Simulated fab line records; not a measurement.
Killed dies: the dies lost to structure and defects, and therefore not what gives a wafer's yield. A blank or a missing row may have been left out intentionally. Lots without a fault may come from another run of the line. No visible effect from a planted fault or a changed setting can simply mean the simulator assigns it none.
fab line records + flow n5-finfet
[record]
- lots = 9
- wafers = 27
- last-day = 18
route steps=1938 shown PMOS_HMC_CHANNEL_EPI@57 BEOL_M4@1111 PASSIVATION@1936
lots with no fault: from the same line, run without faults
start-h: start of the lot's first displayed wafer, in hours after the record's first day + wait-h: hours from the lot's prior step to this one + " identical to the entry in the row above + L1.1+2: a row that stands for several wafers + - no value present, or no start provided + * or withheld: withheld + < > ~ a bound
route shown NAME@n: names a module that has steps shown in the file, with the first one's number in the route + usual: mean and standard deviation over wafers with no fault + same: alike in all rows + chamber/n: place in a boat + sites: per-site readings + _std_site: how widely they spread, as a standard deviation + _edge_site: mean of outer sites minus mean of inner sites + radius-mm: for every site, how far away it sits from the centre of the wafer + mask NAME#n: copy n + behind: the most recent tool/chamber to have shaped the wafer + hold: what put the lot on hold/how long, in hours/how the hold closed + device: names the non-switching transistor (n, p or np) + end of line: at the end of the route, the tests of the same wafers + a step without rows: its recipe alone + killed: the dies lost at the first sort to structure and to defects; this is not the yield of the wafer + map: shows each die of a wafer: x if killed, . if not, _ if none is there
set.NAME: the setting as run; set.NAME@STEP: as run at that earlier step + model.NAME: the simulator's own value behind a step, which no gauge read
steps of the route over a sample of lots; a table a step, a row a wafer
services: a tool's chamber out of use, with start hour (start-h, from the record's first day; less than 0 if before it), hours out, and reason
[[steps]]
[step N5_PMOS_HMC_CHANNEL_EPI_HM_DEP_34]
[recipe]
- material = SiO2
- target-thk-a = 360
- temp-c = 400
- precursor = TEOS/O2
- pressure-torr = 6.5
- rf-w = 900
- teos-flow-sccm = 161.4
- gas = O2
- flow-sccm = 2650
- time-s = 6.9
[usual]
- heater-power-outer-w = 292/49
- heater-power-w = 561/88
- showerhead-plenum-p-Torr = 8.35/0.037
- throttle-valve-pct = 18.3/0.99
| lot.wafer | tool     | chamber | start-h | wait-h | heater-power-outer-w | heater-power-w | showerhead-plenum-p-Torr | throttle-valve-pct |
|-----------|----------|---------|---------|--------|----------------------|----------------|--------------------------|--------------------|
| L951.1    | pecvd-03 | 2       | 23.41   | 0.0    | 259                  | 501            | 8.36                     | 17.4               |
| L951.2    | "        | 1       | "       | "      | 281                  | 617            | 8.40                     | 18.8               |
| L951.3    | "        | 0       | "       | "      | 219                  | 413            | 8.38                     | 17.5               |
| L954.4    | pecvd-01 | 2       | 40.68   | 0.0    | 225                  | 506            | 8.34                     | 17.8               |
| L954.5    | "        | 1       | "       | "      | 262                  | 486            | 8.28                     | 18.1               |
| L954.6    | "        | 0       | "       | "      | 374                  | 649            | 8.32                     | 20.1               |
| L958.1    | pecvd-03 | 1       | 65.68   | 0.0    | 303                  | 634            | 8.43                     | 18.5               |
| L958.3    | "        | 0       | "       | "      | 272                  | 495            | 8.37                     | 17.7               |
| L958.5    | "        | 1       | "       | "      | 308                  | 649            | 8.41                     | 18.5               |
| L959.2    | pecvd-02 | 2       | 73.14   | 0.0    | 344                  | 721            | 8.28                     | 18.7               |
| L959.5    | "        | 1       | "       | "      | 318                  | 597            | 8.35                     | 19.1               |
| L959.6    | "        | 2       | "       | "      | 351                  | 713            | 8.27                     | 18.7               |
| L960.1    | pecvd-02 | 1       | 76.70   | 0.0    | 448                  | 742            | 8.35                     | 18.9               |
| L960.3    | "        | 2       | "       | "      | 354                  | 752            | 8.26                     | 18.9               |
| L960.6    | "        | 1       | "       | "      | 427                  | 718            | 8.35                     | 19.0               |
| L966.1    | pecvd-03 | 0       | 112.76  | 0.0    | 224                  | 400            | 8.36                     | 17.7               |
| L966.2    | "        | 2       | "       | "      | 273                  | 507            | 8.36                     | 16.3               |
| L966.6    | "        | 2       | "       | "      | 288                  | 486            | 8.36                     | 16.6               |
| L969.1    | pecvd-01 | 2       | 131.81  | 0.0    | 203                  | 485            | 8.38                     | 18.2               |
| L969.3    | "        | 0       | "       | "      | 340                  | 615            | 8.36                     | 20.2               |
| L969.4    | "        | 1       | "       | "      | 246                  | 467            | 8.29                     | 18.2               |
| L971.2    | pecvd-03 | 0       | 142.49  | 0.0    | 225                  | 424            | 8.39                     | 17.8               |
| L971.5    | "        | 1       | "       | "      | 281                  | 629            | 8.41                     | 18.6               |
| L971.6    | "        | 0       | "       | "      | 223                  | 408            | 8.35                     | 17.6               |
| L973.1    | pecvd-01 | 0       | 154.82  | 0.0    | 346                  | 604            | 8.34                     | 20.1               |
| L973.2    | "        | 1       | "       | "      | 257                  | 487            | 8.32                     | 18.3               |
| L973.4    | "        | 1       | "       | "      | 260                  | 477            | 8.32                     | 18.2               |
[step N5_PMOS_HMC_CHANNEL_EPI_DESCUM_14]
[recipe]
- chemistry = O2
- time-s = 7.9
- source-power-w = 50
- bias-power-w = 20
- pressure-mtorr = 20
- rf-frequency-hz = 2.712e+07
- temp-c = 40
- resist = CAR-ArF-block
- o2-flow-sccm = 225
[usual]
- chamber-pressure-mTorr = 20.000/0.018
- drypump-motor-current-A = 5.8/0.34
- oes-product-au = 0.77/0.088
- rf-vpp-V = 243.5/1.1
- showerhead-plenum-p-Torr = 2.11/0.052
- throttle-valve-pct = 20.49/0.28
| lot.wafer | tool        | chamber | start-h | wait-h | chamber-pressure-mTorr | drypump-motor-current-A | oes-product-au | rf-hours-counter-h | rf-vpp-V | showerhead-plenum-p-Torr | throttle-valve-pct |
|-----------|-------------|---------|---------|--------|------------------------|-------------------------|----------------|--------------------|----------|--------------------------|--------------------|
| L951.1    | rie-diel-04 | 1       | 23.90   | 0.0    | 19.996                 | 5.5                     | 0.71           | 170                | 244.4    | 2.17                     | 20.42              |
| L951.2    | "           | 2       | "       | "      | 20.044                 | 5.6                     | 0.87           | 52                 | 241.9    | 2.04                     | 20.32              |
| L951.3    | "           | 0       | "       | "      | 20.028                 | 6.3                     | 0.70           | 206                | 243.4    | 2.07                     | 20.80              |
| L954.4    | rie-diel-06 | 0       | 41.17   | 0.0    | 19.984                 | 5.7                     | 0.73           | 184                | 244.8    | 2.18                     | 20.45              |
| L954.5    | "           | 1       | "       | "      | 19.999                 | 5.9                     | 0.72           | -                  | 243.0    | 2.08                     | 20.91              |
| L954.6    | "           | 0       | "       | "      | 20.009                 | 5.7                     | 0.73           | -                  | 243.8    | 2.18                     | 20.45              |
| L958.1    | rie-diel-03 | 2       | 66.06   | 0.0    | 20.002                 | 6.3                     | 0.69           | 240                | 242.4    | 2.07                     | 20.52              |
| L958.3    | "           | 0       | "       | "      | 19.976                 | 5.6                     | 0.97           | 12                 | 242.3    | 2.05                     | 19.77              |
| L958.5    | "           | 0       | "       | "      | 19.999                 | 5.6                     | 0.97           | -                  | 242.2    | 2.05                     | 19.78              |
| L959.2    | rie-diel-06 | 1       | 73.70   | 0.0    | 19.981                 | 5.9                     | 0.71           | 194                | 243.0    | 2.08                     | 20.93              |
| L959.5    | "           | 0       | "       | "      | 20.008                 | 5.7                     | 0.70           | -                  | 243.5    | 2.18                     | 20.46              |
| L959.6    | "           | 3       | "       | "      | 19.986                 | 5.8                     | 0.67           | -                  | 244.1    | 2.15                     | 20.32              |
| L960.1    | rie-diel-04 | 3       | 77.20   | 0.0    | 19.984                 | 5.4                     | 0.82           | 85                 | 243.3    | 2.11                     | 20.36              |
| L960.3    | "           | 0       | "       | "      | 19.996                 | 6.3                     | 0.69           | 220                | 242.6    | 2.07                     | 20.83              |
| L960.6    | "           | 0       | "       | "      | 19.974                 | 6.3                     | 0.69           | -                  | 243.7    | 2.07                     | 20.83              |
| L966.1    | rie-diel-03 | 3       | 113.13  | 0.0    | 19.983                 | 6.4                     | 0.78           | 135                | 242.9    | 2.19                     | 20.34              |
| L966.2    | "           | 1       | "       | "      | 20.016                 | 6.1                     | 0.77           | 147                | 245.0    | 2.18                     | 20.79              |
| L966.6    | "           | 0       | "       | "      | 20.015                 | 5.6                     | 0.93           | -                  | 242.5    | 2.04                     | 19.82              |
| L969.1    | rie-diel-06 | 3       | 132.37  | 0.2    | 20.011                 | 5.8                     | 0.66           | 257                | 243.5    | 2.14                     | 20.34              |
| L969.3    | "           | 2       | "       | "      | 20.000                 | 5.2                     | 0.85           | 64                 | 243.5    | 2.12                     | 20.61              |
| L969.4    | "           | 3       | "       | "      | 19.998                 | 5.8                     | 0.66           | -                  | 244.3    | 2.14                     | 20.36              |
| L971.2    | rie-diel-03 | 0       | 142.86  | 0.0    | 19.955                 | 5.6                     | 0.91           | 36                 | 241.7    | 2.04                     | 19.81              |
| L971.5    | "           | 2       | "       | "      | 20.007                 | 6.3                     | 0.97           | -                  | 243.3    | 2.06                     | 20.20              |
| L971.6    | "           | 3       | "       | "      | 20.019                 | 6.3                     | 0.77           | -                  | 243.8    | 2.19                     | 20.35              |
| L973.1    | rie-diel-06 | 2       | 155.33  | 0.0    | 19.974                 | 5.2                     | 0.84           | 71                 | 242.7    | 2.12                     | 20.62              |
| L973.2    | "           | 1       | "       | "      | 20.000                 | 5.9                     | 0.70           | 210                | 243.5    | 2.08                     | 20.94              |
| L973.4    | "           | 2       | "       | "      | 19.988                 | 5.2                     | 0.83           | -                  | 244.2    | 2.12                     | 20.63              |
[step N5_PMOS_HMC_CHANNEL_EPI_ETCH_32]
[recipe]
- chemistry = N2/H2
- target = BARC
- stop-on = SiO2
- target-depth-a = 858
- over-etch-frac = 0.3
- time-s = 50.3
- ion-energy-ev = 200
- mask-material = CAR-ArF-block
- pressure-mtorr = 30
- source-w = 840
- bias-w = 150
- n2-flow-sccm = 200
- h2-flow-sccm = 200
[usual]
- chamber-pressure-mTorr = 30.00/0.031
- drypump-motor-current-A = 5.8/0.34
- oes-product-au = 0.66/0.071
- rf-vpp-V = 524.6/1.9
- showerhead-plenum-p-Torr = 2.57/0.061
- throttle-valve-pct = 17.96/0.28
| lot.wafer | tool        | chamber | start-h | wait-h | chamber-pressure-mTorr | drypump-motor-current-A | oes-product-au | rf-hours-counter-h | rf-vpp-V | showerhead-plenum-p-Torr | throttle-valve-pct |
|-----------|-------------|---------|---------|--------|------------------------|-------------------------|----------------|--------------------|----------|--------------------------|--------------------|
| L951.1    | rie-diel-04 | 1       | 23.94   | 0.0    | 30.01                  | 5.5                     | 0.62           | 170                | 526.9    | 2.64                     | 17.95              |
| L951.2    | "           | 2       | "       | "      | 30.01                  | 5.7                     | 0.75           | 52                 | 523.2    | 2.48                     | 17.89              |
| L951.3    | "           | 0       | "       | "      | 30.03                  | 6.3                     | 0.60           | 206                | 524.2    | 2.52                     | 18.31              |
| L954.4    | rie-diel-06 | 0       | 41.20   | 0.0    | 29.95                  | 5.7                     | 0.63           | 184                | 526.5    | 2.64                     | 17.86              |
| L954.5    | "           | 1       | "       | "      | 30.03                  | 5.9                     | 0.62           | -                  | 522.6    | 2.52                     | 18.33              |
| L954.6    | "           | 0       | "       | "      | 29.95                  | 5.8                     | 0.61           | -                  | 527.1    | 2.64                     | 17.85              |
| L958.1    | rie-diel-03 | 2       | 66.09   | 0.0    | 30.00                  | 6.3                     | 0.60           | 240                | 522.2    | 2.49                     | 18.01              |
| L958.3    | "           | 0       | "       | "      | 29.99                  | 5.7                     | 0.81           | 12                 | 521.8    | 2.50                     | 17.24              |
| L958.5    | "           | 0       | "       | "      | 30.01                  | 5.7                     | 0.81           | -                  | 523.2    | 2.50                     | 17.26              |
| L959.2    | rie-diel-06 | 1       | 73.73   | 0.0    | 30.02                  | 5.9                     | 0.61           | 194                | 522.7    | 2.52                     | 18.33              |
| L959.5    | "           | 0       | "       | "      | 30.00                  | 5.7                     | 0.62           | -                  | 526.0    | 2.63                     | 17.87              |
| L959.6    | "           | 3       | "       | "      | 29.98                  | 5.8                     | 0.58           | -                  | 525.9    | 2.61                     | 17.85              |
| L960.1    | rie-diel-04 | 3       | 77.23   | 0.0    | 29.99                  | 5.4                     | 0.70           | 85                 | 523.6    | 2.57                     | 17.77              |
| L960.3    | "           | 0       | "       | "      | 29.99                  | 6.3                     | 0.59           | 220                | 521.9    | 2.52                     | 18.33              |
| L960.6    | "           | 0       | "       | "      | 30.06                  | 6.3                     | 0.59           | -                  | 523.4    | 2.52                     | 18.34              |
| L966.1    | rie-diel-03 | 3       | 113.16  | 0.0    | 30.02                  | 6.3                     | 0.66           | 135                | 528.9    | 2.65                     | 17.72              |
| L966.2    | "           | 1       | "       | "      | 29.94                  | 6.1                     | 0.66           | 147                | 527.4    | 2.65                     | 18.29              |
| L966.6    | "           | 0       | "       | "      | 29.95                  | 5.6                     | 0.78           | -                  | 520.6    | 2.49                     | 17.25              |
| L969.1    | rie-diel-06 | 3       | 132.40  | 0.0    | 30.04                  | 5.8                     | 0.56           | 257                | 525.9    | 2.61                     | 17.90              |
| L969.3    | "           | 2       | "       | "      | 30.00                  | 5.2                     | 0.72           | 64                 | 524.0    | 2.58                     | 18.03              |
| L969.4    | "           | 3       | "       | "      | 29.93                  | 5.8                     | 0.57           | -                  | 524.1    | 2.61                     | 17.91              |
| L971.2    | rie-diel-03 | 0       | 142.90  | 0.0    | 30.00                  | 5.7                     | 0.77           | 36                 | 523.0    | 2.49                     | 17.28              |
| L971.5    | "           | 2       | "       | "      | 29.99                  | 6.3                     | 0.81           | -                  | 522.5    | 2.49                     | 17.62              |
| L971.6    | "           | 3       | "       | "      | 29.98                  | 6.3                     | 0.66           | -                  | 526.2    | 2.64                     | 17.70              |
| L973.1    | rie-diel-06 | 2       | 155.37  | 0.0    | 29.98                  | 5.2                     | 0.71           | 71                 | 524.7    | 2.58                     | 18.06              |
| L973.2    | "           | 1       | "       | "      | 29.97                  | 5.9                     | 0.61           | 210                | 523.1    | 2.51                     | 18.37              |
| L973.4    | "           | 2       | "       | "      | 29.98                  | 5.2                     | 0.71           | -                  | 524.2    | 2.58                     | 18.08              |
[step N5_PMOS_HMC_CHANNEL_EPI_EPI_20]
[recipe]
- material = SiGe30
- mask-material = SiO2
- pressure-torr = 20
- target-thk-a = 590
- temp-c = 600
| lot.wafer  | tool         | chamber | start-h | wait-h |
|------------|--------------|---------|---------|--------|
| L951.1+2+3 | epi-rpcvd-04 | 0       | 24.53   | 0.0    |
| L954.4+5+6 | epi-rpcvd-03 | 0       | 42.64   | 0.6    |
| L958.1+3+5 | epi-rpcvd-03 | 0       | 66.69   | 0.0    |
| L959.2+5+6 | epi-rpcvd-04 | 0       | 74.53   | 0.2    |
| L960.1+3+6 | epi-rpcvd-01 | 0       | 77.82   | 0.0    |
| L966.1+2+6 | epi-rpcvd-03 | 0       | 113.75  | 0.0    |
| L969.1+3+4 | epi-rpcvd-03 | 0       | 133.00  | 0.0    |
| L971.2+5+6 | epi-rpcvd-04 | 0       | 143.75  | 0.3    |
| L973.1+2+4 | epi-rpcvd-04 | 0       | 155.97  | 0.0    |
[step N5_PMOS_HMC_CHANNEL_EPI_THK_MEAS_22]
[recipe]
- reads = SiGe30_of_PMOS_HMC_CHANNEL_EPI_EPI_20
[usual]
- HMC_CMP_THK = 54.1/0.5
| lot.wafer | tool          | chamber | start-h | wait-h | HMC_CMP_THK[nm] |
|-----------|---------------|---------|---------|--------|-----------------|
| L951.1    | film-metro-01 | -       | 26.68   | -      | 54.7            |
| L951.2    | "             | -       | "       | "      | 54.0            |
| L951.3    | "             | -       | "       | "      | 53.5            |
| L954.4    | film-metro-01 | -       | 43.67   | -      | 53.8            |
| L954.5    | "             | -       | "       | "      | 53.5            |
| L954.6    | "             | -       | "       | "      | 54.2            |
| L958.1    | film-metro-01 | -       | 68.36   | -      | 53.7            |
| L958.3    | "             | -       | "       | "      | 53.7            |
| L958.5    | "             | -       | "       | "      | 53.6            |
| L959.2    | film-metro-02 | -       | 75.96   | -      | 54.9            |
| L959.5    | "             | -       | "       | "      | 54.8            |
| L959.6    | "             | -       | "       | "      | 53.8            |
| L960.1    | film-metro-01 | -       | 79.85   | -      | 54.6            |
| L960.3    | "             | -       | "       | "      | 54.4            |
| L960.6    | "             | -       | "       | "      | 54.3            |
| L966.1    | film-metro-02 | -       | 115.40  | -      | 46.8            |
| L966.2    | "             | -       | "       | "      | 46.7            |
| L966.6    | "             | -       | "       | "      | 46.9            |
| L969.1    | film-metro-01 | -       | 134.62  | -      | 47.1            |
| L969.3    | "             | -       | "       | "      | 47.2            |
| L969.4    | "             | -       | "       | "      | 47.0            |
| L971.2    | film-metro-01 | -       | 145.52  | -      | 54.5            |
| L971.5    | "             | -       | "       | "      | 54.3            |
| L971.6    | "             | -       | "       | "      | 54.9            |
| L973.1    | film-metro-02 | -       | 158.00  | -      | 54.5            |
| L973.2    | "             | -       | "       | "      | 54.2            |
| L973.4    | "             | -       | "       | "      | 55.4            |
[step N5_BEOL_M4_RC_MEAS_101]
[usual]
- DIBL_N = 36.5/1.4
- DIBL_P = 36.5/1.6
- IOFF_N = 0.163/0.022
- IOFF_P = 0.219/0.029
- ION_N = 675/8.3
- ION_P = 464/6.2
- SS_N = 71.5/0.52
- SS_P = 73.4/0.57
- VT_N = 249.7/2.6
- VT_P = -250/3
| lot.wafer | tool      | chamber | start-h | wait-h | DIBL_N[mV/V] | DIBL_P[mV/V] | IOFF_N[nA/um] | IOFF_P[nA/um] | ION_N[uA/um] | ION_P[uA/um] | SS_N[mV/dec] | SS_P[mV/dec] | VT_N[mV] | VT_P[mV] |
|-----------|-----------|---------|---------|--------|--------------|--------------|---------------|---------------|--------------|--------------|--------------|--------------|----------|----------|
| L951.1    | prober-01 | 0       | 171.17  | 0.0    | 38.3         | 37.0         | 0.170         | 0.252         | 673          | 472          | 71.9         | 73.3         | 252.2    | -249     |
| L951.2    | "         | 0       | "       | "      | 36.7         | 34.9         | 0.139         | 0.215         | 661          | 462          | 71.2         | 73.9         | 254.3    | -248     |
| L951.3    | "         | 0       | "       | "      | 36.8         | 34.5         | 0.136         | 0.199         | 669          | 468          | 70.9         | 73.2         | 253.8    | -249     |
| L954.4    | prober-02 | 0       | 211.63  | 0.5    | 38.0         | 38.5         | 0.187         | 0.234         | 682          | 462          | 72.1         | 74.0         | 247.6    | -249     |
| L954.5    | "         | 0       | "       | "      | 37.2         | 37.4         | 0.190         | 0.208         | 691          | 466          | 72.5         | 72.4         | 245.4    | -251     |
| L954.6    | "         | 0       | "       | "      | 37.7         | 38.7         | 0.194         | 0.236         | 687          | 461          | 72.0         | 73.9         | 246.8    | -251     |
| L958.1    | prober-01 | 0       | 214.70  | 0.0    | 33.8         | 32.7         | 0.120         | 0.196         | 666          | 468          | 71.6         | 72.4         | 251.9    | -247     |
| L958.3    | "         | 0       | "       | "      | 36.2         | 35.5         | 0.155         | 0.244         | 671          | 464          | 71.3         | 73.1         | 249.2    | -247     |
| L958.5    | "         | 0       | "       | "      | 35.3         | 34.8         | 0.140         | 0.230         | 676          | 472          | 71.5         | 72.8         | 250.8    | -248     |
| L960.1    | prober-02 | 0       | 237.77  | 0.0    | 37.1         | 37.8         | 0.162         | 0.220         | 679          | 462          | 72.3         | 73.8         | 251.9    | -250     |
| L960.3    | "         | 0       | "       | "      | 37.1         | 37.8         | 0.166         | 0.226         | 674          | 471          | 71.2         | 73.8         | 248.4    | -250     |
| L960.6    | "         | 0       | "       | "      | 36.8         | 37.4         | 0.162         | 0.211         | 685          | 466          | 71.0         | 73.7         | 249.9    | -251     |
| L959.2    | prober-02 | 0       | 240.40  | 0.2    | 38.6         | 37.9         | 0.185         | 0.256         | 682          | 467          | 72.0         | 74.1         | 248.0    | -250     |
| L959.5    | "         | 0       | "       | "      | 36.2         | 34.9         | 0.140         | 0.201         | 674          | 464          | 71.2         | 73.1         | 251.5    | -250     |
| L959.6    | "         | 0       | "       | "      | 37.8         | 37.6         | 0.179         | 0.246         | 683          | 475          | 71.0         | 73.8         | 251.6    | -249     |
| L966.1    | prober-02 | 0       | 262.20  | 0.0    | 35.7         | 36.0         | 0.149         | 0.210         | 663          | 454          | 70.7         | 72.8         | 249.4    | -250     |
| L966.2    | "         | 0       | "       | "      | 33.7         | 32.7         | 0.110         | 0.162         | 665          | 457          | 70.4         | 72.7         | 255.0    | -256     |
| L966.6    | "         | 0       | "       | "      | 35.3         | 35.5         | 0.152         | 0.212         | 682          | 468          | 71.2         | 73.4         | 249.5    | -247     |
| L969.1    | prober-02 | 0       | 285.77  | 0.0    | 37.2         | 37.0         | 0.176         | 0.219         | 682          | 461          | 71.7         | 73.5         | 249.3    | -250     |
| L969.3    | "         | 0       | "       | "      | 37.7         | 38.1         | 0.195         | 0.232         | 694          | 469          | 71.5         | 73.2         | 247.1    | -251     |
| L969.4    | "         | 0       | "       | "      | 38.3         | 38.3         | 0.203         | 0.244         | 682          | 465          | 71.7         | 73.7         | 246.3    | -250     |
| L971.2    | prober-01 | 0       | 298.36  | 0.2    | 35.9         | 37.2         | 0.158         | 0.203         | 675          | 467          | 71.4         | 73.2         | 251.6    | -253     |
| L971.5    | "         | 0       | "       | "      | 34.6         | 35.2         | 0.136         | 0.166         | 668          | 458          | 70.9         | 73.3         | 251.9    | -258     |
| L971.6    | "         | 0       | "       | "      | 36.0         | 37.6         | 0.166         | 0.203         | 682          | 463          | 71.8         | 73.5         | 249.8    | -252     |
| L973.1    | prober-02 | 0       | 316.72  | 0.0    | 36.6         | 35.7         | 0.149         | 0.218         | 661          | 460          | 71.8         | 73.4         | 251.6    | -250     |
| L973.2    | "         | 0       | "       | "      | 37.2         | 36.7         | 0.164         | 0.243         | 665          | 458          | 72.8         | 73.9         | 250.0    | -248     |
| L973.4    | "         | 0       | "       | "      | 34.9         | 33.8         | 0.132         | 0.196         | 667          | 467          | 71.7         | 72.7         | 254.0    | -251     |
[step N5_PASSIVATION_PROBE_49]
[usual]
- defect-limited-yield = 91.2/1.6
- killed_at_M0_to_M3 = 33/11
- killed_at_M4_up = 15/6.2
- killed-at-contacts = 15/7.1
- killed-at-front-end = 38/12
- killed-at-other = 4/3.5
- killed-dies = 104/19
- killed-open = 69/14
- killed-short = 34/8.5
- sort_bin_5_function = 5.2/0.99
- sort_bin_6_memory = 3.3/0.77
- sort-n-pass = 1076/19
- sort-yield-pct = 91.2/1.6
[same]
- gross-dies = 1180
- killed-at-back-side = 0
- sort_bin_4_leakage[%] = 0
- sort_bin_8_speed[%] = 0
| lot.wafer | tool      | chamber | start-h | wait-h | defect-limited-yield[%] | killed_at_M0_to_M3 | killed_at_M4_up | killed-at-contacts | killed-at-front-end | killed-at-other | killed-dies | killed-open | killed-short | sort_bin_5_function[%] | sort_bin_6_memory[%] | sort-n-pass | sort-yield-pct[%] |
|-----------|-----------|---------|---------|--------|-------------------------|--------------------|-----------------|--------------------|---------------------|-----------------|-------------|-------------|--------------|------------------------|----------------------|-------------|-------------------|
| L966.1    | prober-02 | -       | 370.29  | 0.7    | 91.8                    | 29                 | 18              | 5                  | 44                  | 1               | 97          | 62          | 34           | 5.0                    | 3.1                  | 1083        | 91.8              |
| L966.2    | prober-02 | -       | 370.34  | 0.8    | 90.2                    | 26                 | 20              | 19                 | 51                  | 0               | 116         | 83          | 32           | 5.3                    | 4.3                  | 1064        | 90.2              |
| L966.6    | prober-02 | -       | 370.54  | 1.0    | 91.5                    | 30                 | 31              | 6                  | 32                  | 1               | 100         | 69          | 31           | 5.4                    | 2.8                  | 1080        | 91.5              |
| L969.1    | prober-02 | -       | 387.40  | 0.0    | 91.3                    | 28                 | 9               | 7                  | 49                  | 10              | 103         | 63          | 40           | 4.5                    | 3.8                  | 1077        | 91.3              |
| L969.3    | prober-02 | -       | 387.50  | 0.1    | 93.0                    | 24                 | 13              | 14                 | 26                  | 6               | 83          | 55          | 25           | 4.4                    | 2.5                  | 1097        | 93.0              |
| L969.4    | prober-02 | -       | 387.55  | 0.2    | 92.3                    | 20                 | 16              | 10                 | 43                  | 2               | 91          | 48          | 34           | 4.1                    | 3.0                  | 1089        | 92.3              |
// killed by level:class
L966.1 STI_FIN_REVEAL:geometric-particle:open=13 BEOL_M0_SAQP:geometric-particle:open=9 BEOL_M0_SAQP:geometric-particle:short=9 BEOL_M4:geometric-particle:open=9 DUMMY_GATE:geometric-particle:open=6 DUMMY_GATE:geometric-particle:short=5 BEOL_M2:geometric-particle:short=5 MOL_CONTACT_COAG:geometric-particle:open=5
L966.2 MOL_CONTACT_COAG:geometric-particle:open=17 BEOL_M4:geometric-particle:open=13 FIN_SAQP:geometric-particle:open=11 FIN_SAQP:geometric-particle:short=11 DUMMY_GATE:geometric-particle:open=7 BEOL_M0_SAQP:geometric-particle:open=7 STI_FIN_REVEAL:geometric-particle:open=6 STARTING-WAFER:geometric-particle:open=5
L966.6 BEOL_M4:geometric-particle:open=18 BEOL_M2:geometric-particle:open=9 FIN_SAQP:geometric-particle:open=7 BEOL_M3:geometric-particle:open=7 FIN_SAQP:geometric-particle:short=6 BEOL_M4:geometric-particle:short=5 STI_FIN_REVEAL:geometric-particle:open=4 DUMMY_GATE:geometric-particle:open=4
L969.1 STI_FIN_REVEAL:geometric-particle:open=15 FIN_SAQP:geometric-particle:short=11 FIN_SAQP:geometric-particle:open=7 BEOL_M2:geometric-particle:open=7 BEOL_M1:geometric-particle:open=6 BEOL_M0_SAQP:geometric-particle:open=5 MOL_CONTACT_COAG:geometric-particle:open=4 BEOL_M0_SAQP:geometric-particle:short=4
L969.3 MOL_CONTACT_COAG:geometric-particle:open=10 STI_FIN_REVEAL:geometric-particle:open=6 BEOL_M0_SAQP:geometric-particle:open=6 FIN_SAQP:geometric-particle:open=5 DUMMY_GATE:geometric-particle:open=5 BEOL_M1:geometric-particle:open=5 BEOL_M5:geometric-particle:short=4 GATE_CUT:geometric-particle:short=4
L969.4 STI_FIN_REVEAL:geometric-particle:open=8 MOL_CONTACT_COAG:geometric-particle:open=8 BEOL_M0_SAQP:geometric-particle:short=7 FIN_SAQP:geometric-particle:short=6 BEOL_M5:geometric-particle:open=6 DUMMY_GATE:geometric-particle:open=5 HKMG_FIN:area-etch=5 GATE_CUT:geometric-particle:short=4
[[services]]
| tool        | chamber | start-h | hours | kind                          |
|-------------|---------|---------|-------|-------------------------------|
| pecvd-01    | 2       | 2.18    | 4.6   | repair                        |
| rie-diel-04 | 3       | 2.57    | 1.3   | repair                        |
| pecvd-03    | -       | 7.58    | 1.2   | repair                        |
| rie-diel-03 | 0       | 10.22   | -     | clean                         |
| rie-diel-03 | 0       | 10.22   | -     | consumable-replace:focus-ring |
| rie-diel-03 | 0       | 10.22   | 16.8  | scheduled-down                |
| rie-diel-03 | 0       | 10.22   | 16.8  | vent-cycle                    |
| rie-diel-03 | 1       | 16.74   | 2.6   | repair                        |
| pecvd-03    | 2       | 44.15   | 3.8   | repair                        |
| pecvd-02    | 2       | 64.48   | 3.8   | repair                        |
| pecvd-02    | -       | 95.69   | 5.5   | pm                            |
| rie-diel-06 | 1       | 114.71  | 23.0  | repair                        |
| rie-diel-06 | 3       | 114.84  | 4.0   | repair                        |
| pecvd-02    | 1       | 114.91  | 3.9   | repair                        |
| pecvd-02    | -       | 115.03  | 2.8   | pm                            |
| pecvd-02    | -       | 126.84  | 1.8   | repair                        |
| rie-diel-06 | 3       | 138.00  | -     | clean                         |
| rie-diel-06 | 3       | 138.00  | -     | consumable-replace:focus-ring |
| rie-diel-06 | 3       | 138.00  | 20.4  | scheduled-down                |
| rie-diel-06 | 3       | 138.00  | 20.4  | vent-cycle                    |
| rie-diel-04 | 1       | 139.91  | 2.5   | repair                        |
| rie-diel-03 | 1       | 140.98  | 6.8   | repair                        |
| pecvd-01    | 2       | 153.56  | 4.9   | repair                        |
| pecvd-02    | -       | 153.91  | 0.3   | repair                        |
[[key]]
[first-sign]
- step = N5_PMOS_HMC_CHANNEL_EPI_THK_MEAS_22
- reading = HMC_CMP_THK
- direction = down
- sigmas = 14
- usual = 54.1
- struck = 46.9
effect none on later readings
met-at N5_PMOS_HMC_CHANNEL_EPI_EPI_20
struck-lots L966,L969
not-acting-at N5_PMOS_HMC_CHANNEL_EPI_HM_DEP_34,N5_PMOS_HMC_CHANNEL_EPI_DESCUM_14,N5_PMOS_HMC_CHANNEL_EPI_ETCH_32
onset-between 66.69 113.75
[fault]
- kind = site-profile-drift
- tool = epi-rpcvd-03
- chamber = -
- onset-h = 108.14
- steps = N5_PMOS_HMC_CHANNEL_EPI_EPI_20
- basis = fraction
- max-abs-drift = 0.2642
- slope-share-per-hr = 58.711
- site-pattern = 0,0,0,0,0,-1,-1,-1,-1
